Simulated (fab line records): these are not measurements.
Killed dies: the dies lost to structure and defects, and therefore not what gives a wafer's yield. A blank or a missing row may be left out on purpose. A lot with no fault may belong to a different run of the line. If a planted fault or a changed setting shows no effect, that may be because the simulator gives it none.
fab line records    flow nandHarc
record: lots: 6  wafers: 18  lastDay: 33
route steps=1302 shown A_CONTACT@1043
lots untouched by any fault: they come from a run of this same line in which no faults occurred
startH: hours from the record's opening day to when the first of the lot's shown wafers began    waitH: time in hours since the lot's previous step    " identical to the entry in the row above    L1.1+2: a single row standing in for several wafers    - either no value or no given start    * or withheld: withheld    < > ~ a bound
route shown NAME@n: NAME is a module with steps in the file, n the number in the route of the first one    usual: mean/standard deviation taken from wafers without a fault    same: alike in all rows    chamber/n: place in a boat    sites: readings site by site    _std_site: their standard deviation    _edge_site: the outer-site mean with the inner-site mean subtracted    radiusMm: for every site, how far away it sits from the centre of the wafer    mask NAME#n: copy n    behind: tool/chamber where the wafer was last shaped    hold: the reason the lot was held/the length of the hold in hours/how it ended    device: transistor that didn't switch, given as n, p or np    end of line: the route-end tests of the same wafers    where a step has no rows: the recipe by itself    killed: dies that structure and defects cost at the first sort, which is not the same as the wafer's yield    map: the dies of a wafer, with x for killed, . for not killed, _ for no die there
set.NAME: the run value of the setting; set.NAME@STEP: its run value at that earlier step    model.NAME: the simulator's own value behind a step, which no gauge read
certain route steps with their lots: each step a table, each wafer a row
services: the hour from which a tool's chamber was out of use, counted from the record's first day as startH (under 0 if before that day), plus the number of hours and why
== steps ==
step: NHARC_A_CONTACT_ETCH_75
recipe: targetDepthA: 390  overEtchFrac: 0.3  timeS: 65  ionEnergyEv: 80  cf4FlowSccm: 150  arFlowSccm: 0  rfW: 300  biasW: 100  chemistry: CF4
usual: biasW: 100.0/0.31  cf4FlowSccm: 150.0/0.43  drypumpMotorCurrentA: 6.2/0.33  oesProductAu: 0.998/0.011  rfVppV: 151.1/1.3  showerheadPlenumPTorr: 1.76/0.085  throttleValvePct: 13.284/0.0092
lot.wafer  tool        chamber  startH  waitH  biasW  cf4FlowSccm  drypumpMotorCurrentA  oesProductAu  rfHoursCounterH  rfVppV  showerheadPlenumPTorr  throttleValvePct
L678.3     rieDiel-10  3        527.49  0.1    99.9   149.5        6.6                   1.000         15               149.5   1.68                   13.277
L678.2     "           2        "       "      100.4  150.3        6.5                   0.978         16               150.7   1.67                   13.300
L678.5     "           3        "       "      99.8   149.6        6.6                   0.992         -                150.9   1.68                   13.281
L677.1     rieDiel-03  0        533.18  0.1    100.4  149.3        6.4                   0.994         23               149.5   1.68                   13.284
L677.2     "           1        "       "      100.5  150.3        6.1                   1.003         22               149.2   1.67                   13.297
L677.4     "           2        "       "      99.9   149.8        6.7                   0.978         21               152.1   1.88                   13.280
L687.1     rieDiel-10  2        613.50  0.1    99.6   149.6        6.5                   0.991         2                149.3   1.67                   13.265
L687.2     "           3        "       "      99.9   149.6        6.6                   0.978         2                150.8   1.68                   13.284
L687.4     "           0        "       "      99.8   150.5        6.1                   1.004         2                152.6   1.86                   13.268
L686.2     rieDiel-10  2        617.13  0.1    100.0  150.2        6.5                   0.991         3                148.9   1.67                   13.271
L686.3     "           3        "       "      100.0  150.0        6.6                   0.976         4                149.5   1.68                   13.285
L686.1     "           0        "       "      100.3  149.7        6.1                   1.001         4                154.3   1.86                   13.298
L690.3     rieDiel-10  1        636.19  0.1    100.3  150.2        6.0                   0.993         6                151.4   1.81                   13.290
L690.2     "           2        "       "      99.9   150.8        6.5                   0.992         7                150.6   1.66                   13.277
L690.5     "           0        "       "      99.9   150.8        6.1                   1.009         -                152.4   1.86                   13.286
L697.2     rieDiel-10  2        722.28  0.1    100.6  150.5        6.5                   0.990         19               149.2   1.66                   13.273
L697.1     "           3        "       "      100.4  149.7        6.6                   0.993         18               150.7   1.67                   13.282
L697.6     "           3        "       "      100.9  150.0        6.6                   0.992         -                150.4   1.67                   13.284
step: NHARC_A_CONTACT_ETCH_76
recipe: targetDepthA: 2600  overEtchFrac: 0.3  timeS: 475.3  ionEnergyEv: 200  n2FlowSccm: 150  h2FlowSccm: 150  arFlowSccm: 0  rfW: 400  biasW: 150  chemistry: N2/H2
usual: biasW: 150.0/0.46  chamberPressureMTorr: 30.001/0.026  drypumpMotorCurrentA: 6.2/0.33  oesProductAu: 0.997/0.01  rfVppV: 430/3.1  showerheadPlenumPTorr: 2.02/0.11  throttleValvePct: 14.171/0.0098
lot.wafer  tool        chamber  startH  waitH  biasW  chamberPressureMTorr  drypumpMotorCurrentA  oesProductAu  rfHoursCounterH  rfVppV  showerheadPlenumPTorr  throttleValvePct
L678.3     rieDiel-10  0        -       -      150.2  29.986                6.1                   1.010         15               435     2.16                   14.173
L678.2     "           1        "       "      148.5  29.993                6.0                   0.994         15               433     2.09                   14.165
L678.5     "           2        "       "      149.7  30.020                6.5                   0.981         -                427     1.91                   14.160
L677.4     rieDiel-03  1        -       -      149.9  30.070                6.1                   1.010         22               428     1.91                   14.185
L677.2     "           3        "       "      150.7  30.016                6.3                   0.986         23               430     1.98                   14.162
L677.1     "           0        "       "      149.5  29.981                6.3                   0.996         23               428     1.93                   14.173
L687.4     rieDiel-10  1        -       -      150.0  29.991                6.0                   1.003         2                432     2.09                   14.180
L687.1     "           2        "       "      151.6  30.052                6.5                   0.997         2                426     1.91                   14.160
L687.2     "           3        "       "      149.8  30.018                6.6                   0.984         2                427     1.92                   14.171
L686.2     rieDiel-10  2        -       -      150.2  29.985                6.5                   0.997         3                427     1.91                   14.165
L686.3     "           3        "       "      150.5  30.036                6.6                   0.978         4                427     1.92                   14.169
L686.1     "           0        "       "      150.3  30.003                6.1                   1.005         4                433     2.15                   14.172
L690.2     rieDiel-10  2        -       -      149.6  29.980                6.5                   0.998         7                426     1.91                   14.163
L690.3     "           0        "       "      151.0  30.034                6.1                   1.004         7                434     2.15                   14.166
L690.5     "           0        "       "      149.9  29.976                6.1                   1.003         -                432     2.15                   14.188
L697.1     rieDiel-10  3        -       -      149.7  30.042                6.6                   0.981         18               427     1.92                   14.176
L697.2     "           1        "       "      150.5  30.011                6.0                   1.000         18               433     2.08                   14.186
L697.6     "           2        "       "      150.2  30.031                6.5                   0.992         -                428     1.90                   14.161
step: NHARC_A_CONTACT_ETCH_77
recipe: targetDepthA: 1089  timeS: 54.5  cf4FlowSccm: 100  chf3FlowSccm: 30  arFlowSccm: 0  rfW: 500  biasW: 200  chemistry: CF4/CHF3
usual: biasW: 200.1/0.6  cf4FlowSccm: 100.0/0.3  drypumpMotorCurrentA: 6.2/0.32  oesProductAu: 0.943/0.024  rfVppV: 370.2/2.7  showerheadPlenumPTorr: 1.56/0.076  throttleValvePct: 16.803/0.0085
lot.wafer  tool        chamber  startH  waitH  biasW  cf4FlowSccm  drypumpMotorCurrentA  oesProductAu  rfHoursCounterH  rfVppV  showerheadPlenumPTorr  throttleValvePct
L678.3     rieDiel-10  2        -       -      199.7  99.9         6.5                   0.918         16               366.5   1.48                   16.795
L678.2     "           1        "       "      199.9  100.2        6.0                   0.928         15               372.0   1.61                   16.803
L678.5     "           2        "       "      199.7  100.1        6.5                   0.921         -                368.6   1.48                   16.791
L677.4     rieDiel-03  1        -       -      200.6  100.0        6.0                   0.975         22               368.4   1.48                   16.790
L677.1     "           3        "       "      200.3  99.6         6.2                   0.956         23               367.7   1.53                   16.812
L677.2     "           0        "       "      199.7  99.9         6.3                   0.976         23               368.0   1.50                   16.794
L687.2     rieDiel-10  1        -       -      199.9  99.9         6.0                   0.962         2                373.2   1.61                   16.791
L687.4     "           3        "       "      199.6  99.8         6.6                   0.945         3                368.0   1.49                   16.814
L687.1     "           0        "       "      200.1  99.9         6.1                   0.983         3                373.8   1.65                   16.793
L686.1     rieDiel-10  1        -       -      199.6  99.9         6.0                   0.925         3                371.7   1.61                   16.791
L686.3     "           2        "       "      199.7  99.5         6.5                   0.913         3                366.5   1.48                   16.804
L686.2     "           3        "       "      202.2  100.1        6.6                   0.907         4                365.7   1.49                   16.802
L690.2     rieDiel-10  0        -       -      201.4  100.7        6.1                   0.965         7                372.5   1.65                   16.797
L690.3     "           1        "       "      199.6  100.3        6.0                   0.966         6                372.3   1.61                   16.811
L690.5     "           2        "       "      200.0  99.4         6.5                   0.963         -                364.9   1.48                   16.798
L697.1     rieDiel-10  1        -       -      199.6  100.3        6.0                   0.971         19               370.2   1.60                   16.806
L697.2     "           2        "       "      199.2  100.3        6.5                   0.962         19               368.2   1.48                   16.795
L697.6     "           3        "       "      199.9  99.9         6.6                   0.970         -                368.1   1.49                   16.808
step: NHARC_A_CONTACT_ETCH_78
recipe: targetDepthA: 53000  overEtchFrac: 0.3  timeS: 1378  ionEnergyEv: 150  o2FlowSccm: 400  cosFlowSccm: 20  arFlowSccm: 0  rfW: 500  biasW: 300  chemistry: O2/COS
step: NHARC_A_CONTACT_ETCH_124
recipe: sourceW: withheld  pressureMtorr: 20  biasV: withheld  timeS: 140  targetDepthA: 7000  arFlowSccm: withheld  c4f8FlowSccm: withheld  o2FlowSccm: withheld  chemistry: C4F8/O2/Ar
step: NHARC_A_CONTACT_ETCH_125
recipe: sourceW: withheld  pressureMtorr: 20  biasV: 3000  timeS: 197  targetDepthA: 19180  arFlowSccm: withheld  c4f8FlowSccm: withheld  o2FlowSccm: withheld  chemistry: C4F8/O2/Ar
step: NHARC_A_CONTACT_ETCH_126
recipe: sourceW: withheld  pressureMtorr: 20  biasV: 3000  timeS: 197  targetDepthA: 19180  arFlowSccm: withheld  c4f8FlowSccm: withheld  o2FlowSccm: withheld  chemistry: C4F8/O2/Ar
step: NHARC_A_CONTACT_ETCH_127
recipe: sourceW: withheld  pressureMtorr: 20  biasV: 3000  timeS: 197  targetDepthA: 19180  arFlowSccm: withheld  c4f8FlowSccm: withheld  o2FlowSccm: withheld  chemistry: C4F8/O2/Ar
usual: chamberPressureMTorr: 20.000/0.018  oesAirLineAu: 1.000/0.022
lot.wafer  tool           chamber  startH  waitH  chamberPressureMTorr  oesAirLineAu  rfHoursCounterH
L678.2     harCapEtch-02  0        529.52  0.1    20.009                0.990         89
L678.3     "              0        "       "      19.999                1.018         -
L678.5     "              0        "       "      20.003                1.000         -
L677.2     harCapEtch-03  0        535.18  0.1    20.019                1.021         50
L677.1     "              1        "       "      20.021                0.991         50
L677.4     "              1        "       "      19.951                0.996         -
L687.1     harCapEtch-02  0        615.50  0.1    19.991                0.985         108
L687.2     "              1        "       "      19.996                1.013         108
L687.4     "              0        "       "      19.979                1.001         -
L686.1     harCapEtch-01  0        619.16  0.1    19.991                1.001         22
L686.2     "              1        "       "      20.000                1.004         22
L686.3     "              0        "       "      19.998                1.034         -
L690.2     harCapEtch-03  1        638.49  0.1    19.992                1.008         67
L690.3     "              0        "       "      19.987                1.002         -
L690.5     "              0        "       "      19.983                1.022         -
L697.2     harCapEtch-01  0        724.30  0.1    20.021                1.006         40
L697.1     "              1        "       "      20.023                1.031         40
L697.6     "              1        "       "      20.029                1.004         -
step: NHARC_A_CONTACT_ETCH_128
recipe: sourceW: withheld  pressureMtorr: 20  biasV: 3000  timeS: 197  targetDepthA: 19180  arFlowSccm: withheld  c4f8FlowSccm: withheld  o2FlowSccm: withheld  chemistry: C4F8/O2/Ar
usual: chamberPressureMTorr: 20.001/0.019  oesAirLineAu: 1.001/0.018
lot.wafer  tool           chamber  startH  waitH  chamberPressureMTorr  oesAirLineAu  rfHoursCounterH
L678.2     harCapEtch-02  0        529.69  0.1    20.001                1.019         89
L678.3     "              0        "       "      20.034                1.016         -
L678.5     "              0        "       "      19.986                1.018         -
L677.2     harCapEtch-03  0        535.35  0.1    20.013                1.000         50
L677.1     "              1        "       "      19.997                1.004         50
L677.4     "              1        "       "      20.015                1.008         -
L687.1     harCapEtch-02  0        615.68  0.1    19.973                1.006         108
L687.2     "              1        "       "      19.995                1.012         108
L687.4     "              0        "       "      19.999                1.001         -
L686.1     harCapEtch-01  0        619.33  0.1    19.996                0.972         22
L686.2     "              1        "       "      19.990                0.999         22
L686.3     "              0        "       "      20.021                0.978         -
L690.2     harCapEtch-03  1        638.67  0.1    20.054                1.009         67
L690.3     "              0        "       "      19.986                0.980         -
L690.5     "              0        "       "      20.044                0.994         -
L697.2     harCapEtch-01  0        724.48  0.1    20.002                0.989         40
L697.1     "              1        "       "      20.015                1.022         40
L697.6     "              1        "       "      19.998                1.031         -
step: NHARC_A_CONTACT_ETCH_129
recipe: sourceW: withheld  pressureMtorr: 20  biasV: 3000  timeS: 197  targetDepthA: 19180  arFlowSccm: withheld  c4f8FlowSccm: withheld  o2FlowSccm: withheld  chemistry: C4F8/O2/Ar
step: NHARC_A_CONTACT_ETCH_130
recipe: sourceW: withheld  pressureMtorr: 20  biasV: 3000  timeS: 197  targetDepthA: 19180  arFlowSccm: withheld  c4f8FlowSccm: withheld  o2FlowSccm: withheld  chemistry: C4F8/O2/Ar
step: NHARC_A_CONTACT_ETCH_131
recipe: sourceW: withheld  pressureMtorr: 20  biasV: 3000  timeS: 197  targetDepthA: 19180  arFlowSccm: withheld  c4f8FlowSccm: withheld  o2FlowSccm: withheld  chemistry: C4F8/O2/Ar
step: NHARC_A_CONTACT_ETCH_132
recipe: sourceW: withheld  pressureMtorr: 20  biasV: 3000  timeS: 197  targetDepthA: 19240  arFlowSccm: withheld  c4f8FlowSccm: withheld  o2FlowSccm: withheld  chemistry: C4F8/O2/Ar
usual: chamberPressureMTorr: 19.997/0.018  oesAirLineAu: 0.994/0.019
lot.wafer  tool           chamber  startH  waitH  chamberPressureMTorr  oesAirLineAu  rfHoursCounterH
L678.2     harCapEtch-02  0        530.40  0.1    19.967                1.001         90
L678.3     "              0        "       "      19.964                0.991         -
L678.5     "              0        "       "      20.000                1.006         -
L677.2     harCapEtch-03  0        536.06  0.1    19.987                0.983         51
L677.1     "              1        "       "      19.993                0.973         51
L677.4     "              1        "       "      19.986                0.976         -
L687.1     harCapEtch-02  0        616.38  0.1    -                     -             -
L687.2     "              1        "       "      -                     -             -
L687.4     "              0        "       "      -                     -             -
L686.1     harCapEtch-01  0        620.04  0.1    -                     -             -
L686.2     "              1        "       "      -                     -             -
L686.3     "              0        "       "      -                     -             -
L690.2     harCapEtch-03  1        639.38  0.1    19.989                1.016         68
L690.3     "              0        "       "      20.007                0.998         -
L690.5     "              0        "       "      19.977                1.006         -
L697.2     harCapEtch-01  0        725.18  0.1    20.028                0.994         40
L697.1     "              1        "       "      20.012                1.024         40
L697.6     "              1        "       "      19.980                1.037         -
step: NHARC_A_CONTACT_ETCH_133
recipe: sourceW: withheld  pressureMtorr: 20  biasV: 400  timeS: 374  targetDepthA: 16100  arFlowSccm: withheld  c4f8FlowSccm: 11.5  o2FlowSccm: 7.2  chemistry: C4F8/O2/Ar
== services ==
tool           chamber  startH  hours  kind
rieDiel-10     0        526.75  -      clean
rieDiel-10     1        526.75  -      clean
rieDiel-10     2        526.75  -      clean
rieDiel-10     3        526.75  -      clean
rieDiel-10     0        551.25  -      clean
rieDiel-10     1        551.25  -      clean
rieDiel-10     2        551.25  -      clean
rieDiel-10     3        551.25  -      clean
harCapEtch-01  -        556.44  1.4    repair
rieDiel-03     0        558.29  5.3    repair
rieDiel-10     0        575.75  -      clean
rieDiel-10     1        575.75  -      clean
rieDiel-10     2        575.75  -      clean
rieDiel-10     3        575.75  -      clean
rieDiel-10     3        584.32  14.6   repair
rieDiel-03     3        593.75  15.1   repair
rieDiel-10     -        596.77  9.0    pm
rieDiel-10     0        596.77  9.0    ventCycle
harCapEtch-02  -        624.21  1.0    repair
rieDiel-10     3        632.89  4.0    repair
rieDiel-03     -        635.43  9.0    pm
rieDiel-03     -        679.03  0.6    repair
rieDiel-03     0        689.40  2.4    repair
rieDiel-03     1        716.53  9.4    repair
== key ==
firstSign: step: NHARC_A_CONTACT_ETCH_132  reading: toolRecord  direction: missing
effect none on later readings
metAt NHARC_A_CONTACT_ETCH_132
struckWafers L686.1,L686.2,L686.3,L687.1,L687.2,L687.4
laterRowsLeftOut L686.1,L686.2,L686.3,L687.1,L687.2,L687.4
sortLeftOut L686.1,L686.2,L686.3,L687.1,L687.2,L687.4
testerLeftOut L686,L687
onsetBetween 530.40 616.38
fault: kind: skippedStepWhole  tool: harCapEtch-01,harCapEtch-02  chamber: -  onsetH: 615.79  steps: NHARC_A_CONTACT_ETCH_132  scope: struckLotsOnly
testerLeftOut: of these lots the tester's yield and bins aren't shown, on N5 and GAA mostly nor the transistor test; their killed dies are dies lost to structure and defects alone, not to doping, threshold or leakage, so they don't give the yield
sortLeftOut: the simulated sort isn't trusted on such a fault, so these wafers' sort isn't shown, and their yield isn't known
laterRowsLeftOut: the simulator's readings of these wafers behind a module that went badly wrong aren't trusted and aren't shown, but for the sort
